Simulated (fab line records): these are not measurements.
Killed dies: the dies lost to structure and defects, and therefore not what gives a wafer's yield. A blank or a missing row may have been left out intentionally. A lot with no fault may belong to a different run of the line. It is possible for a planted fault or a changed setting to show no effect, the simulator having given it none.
fab line records | flow nandHarc
[record] lots = 13 wafers = 39 lastDay = 33
route steps=1302 shown P_GATE@156
lots that met no fault: from a run of the same line without faults
startH: the number of hours between the record's first day and the start of the first shown wafer of the lot | waitH: hours from the lot's prior step to this one | " identical to the entry in the row above | L1.1+2: a row that stands for several wafers | - value missing, or start not given | * or withheld: withheld | < > ~ a bound
route shown NAME@n: NAME is a module with steps in the file, n the number in the route of the first one | usual: mean/standard deviation taken from wafers without a fault | same: alike in all rows | chamber/n: place in a boat | sites: each site's reading | _std_site: how widely they spread, as a standard deviation | _edge_site: inner sites' mean taken away from outer sites' mean | radiusMm: for every site, how far away it sits from the centre of the wafer | mask NAME#n: copy n | behind: the last tool/chamber to shape the wafer | hold: why the lot was held/for how many hours/how that ended | device: whichever transistor did not switch (one of n, p or np) | end of line: the same wafers' tests at the end of the route | a step with no rows: only its recipe | killed: dies that structure and defects cost at the first sort, which is not the same as the wafer's yield | map: dies across one wafer; x = killed, . = not, _ = none there
set.NAME: the setting the step ran with; set.NAME@STEP: the setting that earlier step ran with | model.NAME: the simulator's own value behind a step, which no gauge read
route steps across a sampled set of lots; one table per step, one row per wafer
services: the hour from which a tool's chamber was out of use, counted from the record's first day as startH (under 0 if before that day), plus the number of hours and why
[[steps]]
[step NHARC_P_GATE_ETCHBACK_37]
[recipe] targetDepthA = 345 timeS = 17.2 chf3FlowSccm = 50 o2FlowSccm = 10 arFlowSccm = 200 rfW = 500 biasW = 200 chemistry = CHF3/O2
[usual] drypumpMotorCurrentA = 5.7/0.41 oesProductAu = 0.95/0.034 rfVppV = 371.3/2 showerheadPlenumPTorr = 2.44/0.085 throttleValvePct = 20.573/0.009
// columns lot.wafer tool chamber startH waitH drypumpMotorCurrentA oesProductAu rfHoursCounterH rfVppV showerheadPlenumPTorr throttleValvePct
L763.4 rieDiel-09 1 - - 6.7 1.00 6.3 369.6 2.35 20.567
L763.2 " 2 " " 5.8 1.00 7.2 368.9 2.37 20.561
L763.5 " 1 " " 6.7 1.01 - 368.8 2.35 20.594
L766.1 rieDiel-04 0 - - 5.4 1.00 5.7 370.4 2.41 20.565
L766.4 " 1 " " 6.0 1.01 5.9 375.1 2.58 20.575
L766.3 " 2 " " 5.9 1.00 6.4 369.2 2.32 20.572
L767.1 rieDiel-10 1 - - 5.9 0.93 6.6 371.5 2.39 20.580
L767.5 " 3 " " 5.1 0.92 - 371.4 2.44 20.570
L767.6 " 0 " " 5.8 0.92 - 369.7 2.36 20.571
L768.2 rieDiel-09 0 - - 5.7 1.00 1.1 374.1 2.54 20.577
L768.3 " 1 " " 6.7 1.00 0.9 369.7 2.35 20.564
L768.6 " 3 " " 6.0 1.00 - 374.2 2.52 20.566
L769.1 rieDiel-09 1 - - 6.7 0.92 0.9 371.0 2.35 20.587
L769.4 " 2 " " 5.8 0.94 0.8 369.5 2.37 20.571
L769.6 " 3 " " 6.0 0.93 - 373.6 2.52 20.574
L770.4 rieDiel-10 0 - - 5.8 0.94 9.2 369.3 2.36 20.553
L770.1 " 1 " " 6.0 0.94 9.0 369.4 2.39 20.572
L770.3 " 2 " " 4.9 0.94 8.3 372.2 2.54 20.576
L771.2 rieDiel-10 2 - - 4.9 0.94 8.4 373.4 2.54 20.585
L771.5 " 1 " " 5.9 0.93 - 369.6 2.39 20.568
L771.6 " 2 " " 4.9 0.93 - 372.0 2.54 20.579
L774.2 rieDiel-04 0 - - 5.4 0.99 3.1 369.3 2.40 20.578
L774.5 " 3 " " 5.4 1.00 - 370.4 2.41 20.567
L774.6 " 0 " " 5.4 0.99 - 371.6 2.40 20.570
L775.2 rieDiel-04 2 - - 5.9 0.92 3.4 369.0 2.32 20.560
L775.3 " 0 " " 5.4 0.91 4.3 371.4 2.40 20.571
L775.6 " 2 " " 5.9 0.91 - 367.5 2.32 20.584
L776.1 rieDiel-04 1 - - 6.0 0.94 4.1 374.3 2.58 20.567
L776.4 " 2 " " 5.9 0.92 3.6 368.1 2.32 20.574
L776.2 " 3 " " 5.5 0.93 4.0 370.1 2.41 20.578
L778.3 rieDiel-09 1 - - 6.7 0.91 5.9 370.6 2.35 20.587
L778.1 " 2 " " 5.8 0.92 6.7 370.1 2.37 20.565
L778.5 " 0 " " 5.7 0.93 - 373.1 2.54 20.560
L779.3 rieDiel-09 0 - - 5.7 0.94 8.5 372.1 2.54 20.564
L779.4 " 1 " " 6.6 0.92 5.9 371.0 2.35 20.578
L779.6 " 1 " " 6.7 0.93 - 369.1 2.35 20.568
L785.2 rieDiel-04 0 - - 5.4 0.94 10.2 370.3 2.40 20.565
L785.4 " 1 " " 6.1 0.94 9.7 374.2 2.57 20.553
L785.6 " 3 " " 5.4 0.97 - 369.8 2.41 20.595
[step NHARC_P_GATE_STRIP_112]
[recipe] powerW = 1500 tempC = 110 timeS = 200 chemistry = N2/H2
[usual] drypumpMotorCurrentA = 5.4/0.4 heaterPowerW = 84/5
// columns lot.wafer tool chamber startH waitH drypumpMotorCurrentA heaterPowerW rfHoursCounterH
L763.2 plasmaAsher-01 1 115.98 0.2 5.3 83 26
L763.4 " 0 " " 5.3 77 -
L763.5 " 0 " " 5.3 79 -
L766.1 plasmaAsher-01 1 150.74 0.3 5.3 82 32
L766.3 " 1 " " 5.3 85 -
L766.4 " 0 " " 5.3 78 -
L767.1 plasmaAsher-02 0 157.13 0.2 4.9 86 14
L767.5 " 1 " " 6.0 86 -
L767.6 " 0 " " 4.8 88 -
L768.2 plasmaAsher-02 0 177.67 0.2 4.8 88 18
L768.3 " 1 " " 6.0 84 -
L768.6 " 0 " " 4.9 87 -
L769.1 plasmaAsher-02 0 181.51 0.2 4.8 85 19
L769.4 " 0 " " 4.8 86 -
L769.6 " 0 " " 4.8 87 -
L770.1 plasmaAsher-02 0 190.08 0.4 4.8 87 21
L770.4 " 0 " " 4.8 86 -
L770.3 " 1 " " 6.0 87 -
L771.2 plasmaAsher-02 1 199.00 0.2 6.0 86 23
L771.5 " 0 " " 4.8 88 -
L771.6 " 1 " " 6.0 84 -
L774.2 plasmaAsher-01 1 235.44 0.2 5.3 88 13
L774.5 " 1 " " 5.3 89 -
L774.6 " 0 " " 5.3 77 -
L775.2 plasmaAsher-01 0 247.10 0.2 5.3 76 14
L775.3 " 1 " " 5.3 91 -
L775.6 " 0 " " 5.3 77 -
L776.1 plasmaAsher-01 0 261.25 0.2 5.3 78 18
L776.2 " 1 " " 5.3 87 18
L776.4 " 0 " " 5.3 76 -
L778.1 plasmaAsher-01 0 272.16 0.2 5.3 77 20
L778.3 " 0 " " 5.3 76 -
L778.5 " 0 " " 5.3 79 -
L779.4 plasmaAsher-02 0 277.11 0.2 4.8 82 -
L779.3 " 1 " " 6.0 91 -
L779.6 " 1 " " 6.0 89 -
L785.2 plasmaAsher-01 1 338.93 0.2 5.3 90 34
L785.4 " 0 " " 5.3 77 -
L785.6 " 0 " " 5.3 78 -
[step NHARC_P_GATE_EXPOSE_88]
[recipe] na = 0.6 targetCdNm = 2000 doseMj = 11.87 maskId = P_HVN
// columns lot.wafer tool chamber startH waitH mask
L763.2+4+5 krfScanner-03 0 116.84 - P_HVN#0
L766.1+3+4 krfScanner-02 0 151.76 - P_HVN#0
L767.1+5+6 krfScanner-01 0 158.11 - P_HVN#0
L768.2+3+6 krfScanner-01 0 178.53 - P_HVN#0
L769.1+4+6 krfScanner-03 0 182.53 - P_HVN#0
L770.1+3+4 krfScanner-03 0 190.98 - P_HVN#0
L771.2+5+6 krfScanner-01 0 199.98 - P_HVN#0
L774.2+5+6 krfScanner-03 0 236.48 - P_HVN#0
L775.2+3+6 krfScanner-01 0 248.08 - P_HVN_R1#0
L776.1+2+4 krfScanner-03 0 262.27 - P_HVN#0
L778.1+3+5 krfScanner-02 0 273.18 - P_HVN#0
L779.3+4+6 krfScanner-02 0 277.94 - P_HVN#0
L785.2+4+6 krfScanner-01 0 339.96 - P_HVN#0
[step NHARC_P_GATE_CD_MEAS_91]
[recipe] targetCdNm = 2000 landingEnergyEv = 500
[usual] cdNm = 1999.6/1.8
// columns lot.wafer tool chamber startH waitH hold cdNm
L763.2 cdSem-03 0 117.00 - - 2000.9
L763.4 " 0 " " - 2001.7
L763.5 " 0 " " - 2002.7
L766.1 cdSem-02 0 151.92 - - 1997.4
L766.3 " 0 " " - 1996.5
L766.4 " 0 " " - 1997.8
L767.1 cdSem-01 0 158.27 - - 1999.2
L767.5 " 0 " " - 1999.9
L767.6 " 0 " " - 2001.2
L768.2 cdSem-01 0 178.68 - - 1997.6
L768.3 " 0 " " - 1998.7
L768.6 " 0 " " - 1997.8
L769.1 cdSem-02 0 182.69 - - 2003.3
L769.4 " 0 " " - 2001.5
L769.6 " 0 " " - 1999.0
L770.1 cdSem-01 0 191.14 - - 2001.0
L770.3 " 0 " " - 2001.9
L770.4 " 0 " " - 2002.3
L771.2 cdSem-01 0 200.15 - - 1997.5
L771.5 " 0 " " - 1998.9
L771.6 " 0 " " - 2000.4
L774.2 cdSem-01 0 236.63 - - 2000.2
L774.5 " 0 " " - 2000.9
L774.6 " 0 " " - 1998.6
L775.2 cdSem-02 0 248.24 - awaitDispo/0.2h/release 1877.8
L775.3 " 0 " " awaitDispo/0.2h/release 1880.7
L775.6 " 0 " " awaitDispo/0.2h/release 1880.5
L775.2 cdSem-02 0 - - - 1878.0
L775.3 " 0 " " - 1880.9
L775.6 " 0 " " - 1880.4
L776.1 cdSem-02 0 262.42 - - 2000.7
L776.2 " 0 " " - 2000.4
L776.4 " 0 " " - 1999.4
L778.1 cdSem-01 0 273.34 - - 1999.6
L778.3 " 0 " " - 1997.4
L778.5 " 0 " " - 1998.4
L779.3 cdSem-01 0 278.09 - - 1999.0
L779.4 " 0 " " - 1997.5
L779.6 " 0 " " - 1999.6
L785.2 cdSem-01 0 340.12 - - 2000.4
L785.4 " 0 " " - 2000.0
L785.6 " 0 " " - 1999.3
[step NHARC_P_GATE_DEGAS_109]
[recipe] tempC = 300 timeS = 60
[usual] heaterPowerW = 466/60
// columns lot.wafer tool chamber startH waitH heaterPowerW
L763.4 pvdSputter-03 - 119.10 0.1 468
L763.2 " - " " 494
L763.5 " - " " 536
L766.1 pvdSputter-02 - 154.50 0.1 375
L766.3 " - " " 500
L766.4 " - " " 498
L767.1 pvdSputter-02 - 160.39 0.1 498
L767.5 " - " " 365
L767.6 " - " " 488
L768.2 pvdSputter-02 - 180.78 0.1 481
L768.3 " - " " 375
L768.6 " - " " 486
L769.1 pvdSputter-02 - 184.83 0.1 379
L769.4 " - " " 489
L769.6 " - " " 512
L770.1 pvdSputter-02 - 193.24 0.1 475
L770.4 " - " " 489
L770.3 " - " " 498
L771.2 pvdSputter-01 - 202.26 0.1 425
L771.5 " - " " 579
L771.6 " - " " 444
L774.2 pvdSputter-02 - 238.75 0.1 369
L774.6 " - " " 482
L774.5 " - " " 362
L776.4 pvdSputter-03 - 264.55 0.1 529
L776.2 " - " " 537
L776.1 " - " " 452
L778.1 pvdSputter-03 - 275.45 0.1 518
L778.3 " - " " 532
L778.5 " - " " 445
L779.3 pvdSputter-02 - 280.21 0.1 479
L779.4 " - " " 370
L779.6 " - " " 370
L785.4 pvdSputter-03 - 342.25 0.1 445
L785.2 " - " " 442
L785.6 " - " " 506
[[services]]
// columns tool chamber startH hours kind
pvdSputter-02 - 104.00 10.0 pm
rieDiel-04 0 110.28 1.3 repair
krfScanner-01 - 111.27 0.3 repair
rieDiel-04 2 124.07 7.6 repair
rieDiel-04 0 130.44 4.2 repair
plasmaAsher-01 - 131.38 0.9 repair
plasmaAsher-01 - 138.19 3.7 repair
krfScanner-01 - 140.00 4.0 pm
rieDiel-09 - 143.10 9.0 pm
plasmaAsher-02 - 150.38 2.6 repair
plasmaAsher-02 - 153.00 3.4 repair
plasmaAsher-01 - 165.00 9.0 pm
krfScanner-01 - 169.85 5.5 repair
rieDiel-04 - 177.90 9.0 pm
krfScanner-03 - 199.71 0.3 repair
krfScanner-03 - 224.00 4.0 pm
rieDiel-09 1 246.60 14.7 repair
plasmaAsher-02 - 249.00 9.0 pm
krfScanner-03 - 249.70 0.9 repair
plasmaAsher-01 - 275.60 1.7 repair
pvdSputter-02 - 282.00 10.0 pm
rieDiel-04 1 293.79 5.0 repair
pvdSputter-02 - 318.99 0.9 repair
plasmaAsher-01 - 342.00 9.0 pm
[[key]]
[firstSign] step = NHARC_P_GATE_EXPOSE_88 reading = mask direction = changed
[effect] step = NHARC_P_GATE_CD_MEAS_91 reading = visit direction = added
[effect] step = NHARC_P_GATE_CD_MEAS_91 reading = cdNm direction = down sigmas = 67 usual = 1999.6 struck = 1879.6
metAt NHARC_P_GATE_EXPOSE_88
struckLots L775
scrappedBehind NHARC_P_GATE_CD_MEAS_91 L775.2,L775.3,L775.6
notActingAt NHARC_P_GATE_ETCHBACK_37,NHARC_P_GATE_STRIP_112,NHARC_P_GATE_DEGAS_109
onsetBetween 199.98 248.08
[fault] kind = wrongMask tool = any chamber = - onsetH = 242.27 steps = NHARC_P_GATE_EXPOSE_88 auxCopy = P_HVN_R1#0 cdOffsetNm = -120.52 scope = struckLotsOnly
